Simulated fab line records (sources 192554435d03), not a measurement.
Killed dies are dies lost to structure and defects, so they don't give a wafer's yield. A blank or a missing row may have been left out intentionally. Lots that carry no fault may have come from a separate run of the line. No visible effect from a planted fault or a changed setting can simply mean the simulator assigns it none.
fab line records	flow n5-finfet
[record] lots = 4	wafers = 12	last-day = 18
route steps=1938 shown BEOL_M3@1012 BEOL_M4@1021 PASSIVATION@1936
lots that met no fault: taken from a fault-free run of the same line
start-h: start of the lot's first displayed wafer, in hours after the record's first day	wait-h: how many hours have passed since the lot's step before this one	" the same as in the row above	L1.1+2: several wafers, shown together as one row	- no value, or no start given	* or withheld: withheld	< > ~ a bound
route shown NAME@n: names a module that has steps shown in the file, with the first one's number in the route	usual: mean/standard deviation of fault-free wafers	same: alike in all rows	chamber/n: place in a boat	sites: each site's reading	_std_site: their standard deviation	_edge_site: inner sites' mean taken away from outer sites' mean	radius-mm: for every site, how far away it sits from the centre of the wafer	mask NAME#n: copy n	behind: tool/chamber where the wafer was last shaped	hold: cause of the lot's hold/its duration in hours/its outcome	device: whichever transistor did not switch (one of n, p or np)	end of line: tests run on the same wafers once the route is complete	a step without rows: its recipe alone	killed: at the first sort, the dies lost to defects and structure; wafer yield is something else	map: a wafer's dies, x killed, . not, _ none there
set.NAME: setting as actually run; set.NAME@STEP: the setting as run at that earlier step	model.NAME: the simulator's own value behind a step, which no gauge read
lots at some steps of the route; a table a step, a row a wafer
[[steps]]
[step N5_BEOL_M3_ANNEAL_51]
[recipe] temp-c = 225	time-s = 90	ambient = N2
[step N5_BEOL_M3_CMP_52]
[recipe] stop-on = SiOC	t-overpolish-s = 6.8	down-force-psi = 1	platen-rpm = 50	clearing-platen-down-force-psi = 1.5	clearing-platen-rpm = 50	post-cmp-clean = cu-alkaline	target-thk-nm = 40	clearing-platen-pad-velocity-m-s = 0.99484	pad-velocity-m-s = 0.99484
[step N5_BEOL_M3_PRE_CLEAN_60]
[recipe] gas = NH3/H2	time-s = 15	temp-c = *	rf-power-w = 300
[step N5_BEOL_M3_CO_CAP_55]
[recipe] material = Co	target-thk-a = 20	temp-c = 200	precursor = CCTBA/H2	pressure-torr = 30	time-s = 102.1
[step N5_BEOL_M3_PRE_CLEAN_56]
[recipe] gas = NH3	time-s = 15	temp-c = withheld	rf-power-w = 300
[step N5_BEOL_M3_DEP_57]
[recipe] material = SiCN	target-thk-a = 80	temp-c = withheld	precursor = 3MS/NH3	pressure-torr = 3	rf-w = 202	time-s = 14
[step N5_BEOL_M4_ILD_DEP_00]
[recipe] material = SiOC	target-thk-a = 790	temp-c = 350	precursor = DEMS/O2	pressure-torr = 5	rf-w = 500	time-s = 15.3
[step N5_BEOL_M4_PECVD_72]
[recipe] material = SiO2	target-thk-a = 160	temp-c = 400	precursor = TEOS/O2	pressure-torr = 5.5	rf-w = 450	teos-flow-sccm = 53.8	gas = O2	flow-sccm = 3000	time-s = 18
[step N5_BEOL_M4_HM_DEP_02]
[recipe] material = TiN	target-thk-a = 200	temp-c = 25	chamber-pressure-pa = 0.49996
[usual] throttle-valve-pct = 30.2/1
lot.wafer	tool	chamber	start-h	wait-h	throttle-valve-pct
L795.1	pvd-sputter-01	-	216.56	0.7	30.9
L795.4	"	-	"	"	28.5
L795.5	"	-	"	"	30.8
L802.1	pvd-sputter-01	-	258.91	2.5	31.3
L802.4	"	-	"	"	30.9
L802.5	"	-	"	"	28.6
L803.4	pvd-sputter-01	-	260.75	0.9	31.8
L803.5	"	-	"	"	29.8
L803.6	"	-	"	"	31.1
L808.1	pvd-sputter-03	-	302.92	0.2	30.7
L808.2	"	-	"	"	30.8
L808.4	"	-	"	"	29.9
[step N5_BEOL_M4_COAT_61]
[recipe] resist = SOC	temp-c = 250	time-s = 60	spin-rpm = 1500	resist-thk-nm = 60
[step N5_BEOL_M4_COAT_62]
[recipe] resist = SiARC	temp-c = 220	time-s = 60	spin-rpm = 1500	resist-thk-nm = 12
[step N5_BEOL_M4_COAT_73]
[recipe] resist = underlayer	temp-c = 205	time-s = 60	spin-rpm = 1500	resist-thk-nm = 5
[step N5_BEOL_M4_COAT_05]
[recipe] resist = CAR-EUV	spin-rpm = 1500	resist-thk-nm = 30
[step N5_BEOL_M4_EBR_07]
[recipe] solvent = PGMEA	ebr-width-mm = 1.5
[step N5_BEOL_M4_SOFTBAKE_06]
[recipe] temp-c = 110	time-s = 60	resist = CAR-EUV
[step N5_BEOL_M4_EXPOSE_08]
[recipe] mask-id = M4	na = 0.33	source-shape = dipole	sigma-inner = 0.369	sigma-outer = 0.767	polarization = unpolarized	dose-mj = 41.25
[step N5_BEOL_M4_PEB_09]
[recipe] peb-temp-c = 100	peb-time-s = 60	resist = CAR-EUV
[step N5_BEOL_M4_DEVELOP_10]
[recipe] develop-time-s = 30	developer = TMAH	resist = CAR-EUV	rinse-liquid = surfactant-rinse	dry = air-spin	dev-temp-c = 23
[step N5_BEOL_M4_INSPECT_13]
[recipe] mode = adi	inspect-instrument = brightfield
[usual] raw-defect-count = 384/92
lot.wafer	tool	chamber	start-h	wait-h	raw-defect-count
L795.1	defect-inspect-01	-	217.17	0.1	260
L795.4	"	-	"	"	289
L795.5	"	-	"	"	227
L802.1	defect-inspect-02	-	259.51	0.1	1279
L802.4	"	-	"	"	1173
L802.5	"	-	"	"	1261
L803.4	defect-inspect-02	-	261.23	0.0	1166
L803.5	"	-	"	"	1252
L803.6	"	-	"	"	1229
L808.1	defect-inspect-01	-	303.53	0.1	365
L808.2	"	-	"	"	411
L808.4	"	-	"	"	457
[step N5_BEOL_M4_DESCUM_16]
[recipe] chemistry = O2	time-s = 7	source-power-w = 50	bias-power-w = 20	pressure-mtorr = 20	rf-frequency-hz = 2.712e+07	temp-c = 40	resist = CAR-EUV	o2-flow-sccm = 225
[step N5_BEOL_M4_RC_MEAS_101]
[usual] DIBL_N = 35.9/1.7	DIBL_P = 36.0/2.2	IOFF_N = 0.16/0.031	IOFF_P = 0.21/0.039	ION_N = 678/13	ION_P = 464/8.8	SS_N = 71.5/0.61	SS_P = 73.2/0.68	VT_N = 249/3.3	VT_P = -250/3.8
lot.wafer	tool	chamber	start-h	wait-h	DIBL_N[mV/V]	DIBL_P[mV/V]	IOFF_N[nA/um]	IOFF_P[nA/um]	ION_N[uA/um]	ION_P[uA/um]	SS_N[mV/dec]	SS_P[mV/dec]	VT_N[mV]	VT_P[mV]
L795.1	prober-01	0	226.49	0.0	37.0	38.6	0.18	0.21	692	464	71.9	73.2	248	-251
L795.4	"	0	"	"	36.8	36.7	0.16	0.19	670	449	71.3	73.1	250	-252
L795.5	"	0	"	"	37.0	38.6	0.17	0.23	686	469	71.5	73.7	247	-249
L802.1	prober-02	0	265.12	0.0	36.7	38.0	0.17	0.22	680	463	71.7	74.4	249	-252
L802.4	"	0	"	"	36.1	37.2	0.16	0.21	675	462	71.6	74.1	251	-251
L802.5	"	0	"	"	34.8	35.6	0.15	0.18	671	461	71.7	73.1	252	-255
L803.4	prober-01	0	272.47	0.5	34.7	34.0	0.14	0.18	667	453	70.7	73.8	251	-252
L803.5	"	0	"	"	35.6	34.1	0.14	0.18	670	462	70.9	73.1	251	-253
L803.6	"	0	"	"	34.0	32.4	0.12	0.16	662	450	70.1	72.2	252	-255
L808.1	prober-02	0	313.75	0.0	37.4	37.5	0.17	0.22	683	462	72.3	73.0	250	-250
L808.2	"	0	"	"	36.9	36.5	0.15	0.21	677	463	71.5	73.4	249	-251
L808.4	"	0	"	"	36.4	34.9	0.15	0.19	681	458	71.9	73.0	249	-251
[step N5_PASSIVATION_PROBE_49]
[usual] defect-limited-yield = 90.9/1.5	killed_at_M0_to_M3 = 36/10	killed_at_M4_up = 13/5.5	killed-at-contacts = 12/5.6	killed-at-front-end = 42/12	killed-at-other = 4/3.2	killed-dies = 108/18	killed-open = 71/13	killed-short = 34/7.8	sort_bin_5_function = 5.4/1	sort_bin_6_memory = 3.4/0.68	sort-n-pass = 1072/18	sort-yield-pct = 90.9/1.5
[same] gross-dies = 1180	killed-at-back-side = 0	sort_bin_4_leakage[%] = 0	sort_bin_8_speed[%] = 0
lot.wafer	tool	chamber	start-h	wait-h	defect-limited-yield[%]	killed_at_M0_to_M3	killed_at_M4_up	killed-at-contacts	killed-at-front-end	killed-at-other	killed-dies	killed-open	killed-short	sort_bin_5_function[%]	sort_bin_6_memory[%]	sort-n-pass	sort-yield-pct[%]
L795.1	prober-02	-	340.49	0.0	90.4	47	13	13	36	4	113	85	26	5.3	3.8	1067	90.4
L795.4	prober-02	-	340.64	0.2	91.2	49	8	12	26	9	104	80	23	5.7	3.1	1076	91.2
L795.5	prober-02	-	340.69	0.2	90.8	45	4	10	49	1	109	82	27	6.0	3.1	1071	90.8
L802.1	prober-02	-	380.86	0.0	80.0	32	152	7	36	9	236	73	31	12.2	4.2	944	80.0
L802.4	prober-02	-	381.01	0.2	80.4	32	150	16	25	8	231	63	32	11.9	4.6	949	80.4
L802.5	prober-02	-	381.06	0.2	81.2	37	147	8	23	7	222	48	36	11.4	3.9	958	81.2
L803.4	prober-01	-	401.05	0.2	80.8	46	140	6	35	0	227	67	26	12.0	4.3	953	80.8
L803.5	prober-01	-	401.10	0.2	81.8	28	122	7	56	2	215	78	30	11.4	3.9	965	81.8
L803.6	prober-01	-	401.15	0.3	78.6	32	152	14	42	12	252	78	38	12.9	4.8	928	78.6
L808.1	prober-01	-	440.46	0.0	92.7	19	7	11	46	3	86	47	37	3.7	3.1	1094	92.7
L808.2	prober-01	-	440.51	0.1	90.8	27	11	15	47	8	108	73	33	4.2	4.3	1072	90.8
L808.4	prober-01	-	440.61	0.2	91.4	31	16	9	40	6	102	58	44	5.5	2.7	1078	91.4
// killed by level:class
L795.1 MOL_CONTACT_COAG:geometric-particle:open=12 BEOL_M2:geometric-particle:open=12 BEOL_M3:geometric-particle:open=12 BEOL_M1:geometric-particle:open=10 STI_FIN_REVEAL:geometric-particle:open=9 FIN_SAQP:geometric-particle:open=8 STI_FIN_REVEAL:geometric-particle:short=5 GATE_CUT:geometric-particle:short=4
L795.4 BEOL_M3:geometric-particle:open=14 BEOL_M1:geometric-particle:open=13 BEOL_M2:geometric-particle:open=13 MOL_CONTACT_COAG:geometric-particle:open=12 STI_FIN_REVEAL:geometric-particle:open=6 BEOL_M5:geometric-particle:open=5 FIN_SAQP:geometric-particle:open=4 STI_FIN_REVEAL:geometric-particle:short=3
L795.5 BEOL_M3:geometric-particle:open=15 STI_FIN_REVEAL:geometric-particle:open=14 BEOL_M2:geometric-particle:open=14 DUMMY_GATE:geometric-particle:open=9 MOL_CONTACT_COAG:geometric-particle:open=8 BEOL_M1:geometric-particle:open=8 STARTING-WAFER:geometric-particle:short=7 FIN_SAQP:geometric-particle:open=5
L802.1 BEOL_M4:unspecified=131 STI_FIN_REVEAL:geometric-particle:open=21 BEOL_M4:geometric-particle:open=8 BEOL_M0_SAQP:geometric-particle:short=7 MOL_CONTACT_COAG:geometric-particle:open=6 BEOL_M0_SAQP:geometric-particle:open=6 BEOL_M1:geometric-particle:open=5 BEOL_M3:geometric-particle:open=5
L802.4 BEOL_M4:unspecified=136 MOL_CONTACT_COAG:geometric-particle:open=15 STI_FIN_REVEAL:geometric-particle:open=9 BEOL_M0_SAQP:geometric-particle:short=9 BEOL_M4:geometric-particle:open=8 STI_FIN_REVEAL:geometric-particle:short=6 BEOL_M0:geometric-particle:open=5 BEOL_M1:geometric-particle:open=4
L802.5 BEOL_M4:unspecified=137 BEOL_M0_SAQP:geometric-particle:short=14 MOL_CONTACT_COAG:geometric-particle:open=7 BEOL_M4:geometric-particle:open=7 BEOL_M0_SAQP:geometric-particle:open=6 BEOL_M3:geometric-particle:open=5 FIN_SAQP:geometric-particle:short=4 STI_FIN_REVEAL:geometric-particle:open=4
L803.4 BEOL_M4:unspecified=130 BEOL_M3:geometric-particle:open=15 BEOL_M2:geometric-particle:open=9 STI_FIN_REVEAL:geometric-particle:open=8 BEOL_M0_SAQP:geometric-particle:open=7 DUMMY_GATE:geometric-particle:open=6 BEOL_M0_SAQP:geometric-particle:short=5 FIN_SAQP:geometric-particle:open=4
L803.5 BEOL_M4:unspecified=106 STI_FIN_REVEAL:geometric-particle:open=28 BEOL_M0_SAQP:geometric-particle:short=8 FIN_SAQP:geometric-particle:short=7 BEOL_M4:geometric-particle:open=7 MOL_CONTACT_COAG:geometric-particle:open=5 BEOL_M0_SAQP:geometric-particle:open=5 BEOL_M2:geometric-particle:open=5
L803.6 BEOL_M4:unspecified=134 STI_FIN_REVEAL:geometric-particle:open=12 MOL_CONTACT_COAG:geometric-particle:open=12 FIN_SAQP:geometric-particle:short=9 BEOL_M3:geometric-particle:open=9 FIN_SAQP:geometric-particle:open=7 BEOL_M2:geometric-particle:open=6 BEOL_M5:geometric-particle:open=5
L808.1 MOL_CONTACT_COAG:geometric-particle:open=11 STI_FIN_REVEAL:geometric-particle:open=9 FIN_SAQP:geometric-particle:short=8 BEOL_M0_SAQP:geometric-particle:short=8 FIN_SAQP:geometric-particle:open=6 BEOL_M1:geometric-particle:open=5 BEOL_M1:geometric-particle:short=4 STARTING-WAFER:geometric-particle:open=4
L808.2 STI_FIN_REVEAL:geometric-particle:open=17 MOL_CONTACT_COAG:geometric-particle:open=12 BEOL_M4:geometric-particle:open=7 BEOL_M0_SAQP:geometric-particle:short=6 STI_FIN_REVEAL:geometric-particle:short=5 DUMMY_GATE:geometric-particle:open=5 BEOL_M1:geometric-particle:open=5 FIN_SAQP:geometric-particle:open=4
L808.4 BEOL_M1:geometric-particle:short=10 BEOL_M4:geometric-particle:open=10 FIN_SAQP:geometric-particle:short=8 FIN_SAQP:geometric-particle:open=8 MOL_CONTACT_COAG:geometric-particle:open=8 STI_FIN_REVEAL:geometric-particle:open=7 BEOL_M0_SAQP:geometric-particle:open=7 BEOL_M0_SAQP:geometric-particle:short=5
// map L802.1 (x killed, . not)
_________________.x.....x...x________________
______________..........x.....x._____________
___________....x...................__________
__________...............xx......x.._________
________..x.x......x..............x..._______
_______............xx................x.______
______.............x...................._____
_____....x....x...x....................x.____
____....x............x...........x........___
___...........x............x....xx.........__
___................x.....................x.__
__.......................x.................._
__......x.x...xx..x.........x...x..........._
_....x.x...x..x..............................
_x.....xxxx...x......x........xx.....xx....x.
_....xxxxxxxx...........x.............x......
_.xxxxxxx.xx..x.....x........................
_...xxxxxxxxxx..x.........x...x...x..........
_xxxxxxxxxxxxxxx...................x......x..
_xxxxxxxxxxxxxx..............................
_xxxxxxxxxxxxxx.xx...x.............x......xx.
__xxxxxxxxxxxxxxx....x...........x.......x.x_
__xxxxxxxxxxxx.x............x..........x...._
___.xxxxxxxxxxx..x.......x.................__
___xxxxxxxxxxxx........x......x...x........__
____..xxx.xx.......x.x........xx.........x___
_____.x.x...x........x................x..____
______...xx....x.......x............x..._____
_______.x.........x.....x....x.x.x.....______
________..............x...........x..._______
__________................xx........_________
___________.............x..........__________
______________..x...x..........._____________
_________________..........x.________________
// map L803.6 (x killed, . not)
_________________.......x....________________
______________.......x.......x.._____________
___________.....................xx.__________
__________.x.............x.........._________
________x............................._______
_______..........................x.....______
______....x......xx....xx.x............._____
_____........x....x.......x.x............____
____.......x.....x..........x........x....___
___x...x...x........x......................__
___...x.x....................x.......x.....__
__..xx..................x...x..........xx..._
__.........xx.......x............x.........._
_..x.........x...................x..x.x......
_.....x....x..xx......xx..........x..........
_...x..........x.xx.x........x...............
_.........x...........xxx.x.............x....
_.................x....x........x..x.......x.
_x..x....x..........x.....x..x.xxxxx.........
_x...............xx........xxx..xxxx.........
_........x.x..........x.x.xxxxxxxxxx.xx..x...
__x.............x......x..xxxxxxxxxxxxxxxx.._
__x...xx.........x.....x..xxxxxxxxxxxxx.x..x_
___.......x.........x.....xxxxxxxxxxxxx....__
___..........x.........xxxxxxxxxxxxxxxxxx..__
____............x....x...xxxxxxxxxxxxxx.x.___
_____..x........x......xx..xxxxxxxxxxx...____
______.x..............x..xxxxxxxxxxxx..._____
_______..x........x........xxxxxxxxx...______
________...................x..x.xxxx.._______
__________.......x...........x..xx.._________
___________.................x......__________
______________...........x.x...._____________
_________________...x........________________
[[key]]
[first-sign] step = N5_BEOL_M4_INSPECT_13	reading = raw-defect-count	direction = up	sigmas = 9.1	usual = 384	struck = 1227
[effect] step = N5_PASSIVATION_PROBE_49	reading = killed_at_M4_up	direction = up	sigmas = 24	usual = 13	struck = 144
[more-kills-born-at] N5_BEOL_M4_HM_DEP_02@pvd-sputter-01 = 774
met-at N5_BEOL_M4_HM_DEP_02
struck-wafers L802.1,L802.4,L802.5,L803.4,L803.5,L803.6
onset-between 216.56 258.91
[fault] kind = chamber-particle-source	tool = pvd-sputter-01	chamber = -	onset-h = 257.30	steps = N5_BEOL_M4_HM_DEP_02	rate-per-visit-cm2 = 1.2701	end-h = 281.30
